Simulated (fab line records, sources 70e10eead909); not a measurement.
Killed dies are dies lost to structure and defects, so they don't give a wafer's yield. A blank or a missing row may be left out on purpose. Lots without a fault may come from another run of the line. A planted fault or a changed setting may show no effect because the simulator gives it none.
Chamber matching | flow nand_harc | NHARC_A_CONTACT_DESCUM_13 on rie_diel-11: 4 sister chambers
The step chemistry O2, time 3 s. 4 wafers are shown with their chamber, then 12 later ones without.

WAFERS WITH THEIR CHAMBER
wafer  | chamber | showerhead_plenum_p_Torr (Torr)
L091.3 | 2       | 1.81
L093.2 | 1       | 2.06
L093.4 | 0       | 2.05
L093.6 | 3       | 1.90

WAFERS WITHOUT THEIR CHAMBER
wafer  | showerhead_plenum_p_Torr (Torr)
L094.1 | 2.05
L094.4 | 1.81
L094.6 | 2.06
L097.1 | 2.05
L097.2 | 1.80
L097.3 | 1.90
L096.1 | 1.80
L096.3 | 2.06
L096.6 | 1.80
L095.2 | 1.90
L095.5 | 2.05
L095.6 | 1.90

WHICH CHAMBER EACH WENT THROUGH
wafer  | from the rows above | in truth
L094.1 | 0                   | 0
L094.4 | 2                   | 2
L094.6 | 1                   | 1
L097.1 | 0                   | 0
L097.2 | 2                   | 2
L097.3 | 3                   | 3
L096.1 | 2                   | 2
L096.3 | 1                   | 1
L096.6 | 2                   | 2
L095.2 | 3                   | 3
L095.5 | 0                   | 0
L095.6 | 3                   | 3
Placed correctly: 12 of 12. Can't be placed from these rows: 0. Placed wrongly: 0.
How it was worked out, from the rows above alone: a wafer's distance from a chamber is the root of the sum, over the readings, of the square of ((its reading less the chamber's mean) divided by the reading's scatter). The wafer belongs to the nearest chamber; if the next one is less than 2 further off, it can't be placed. A chamber's mean is the mean of its shown wafers. The scatter: with one shown wafer a chamber, the root of the mean of the squares of how far each hidden wafer lies from its nearest shown one.
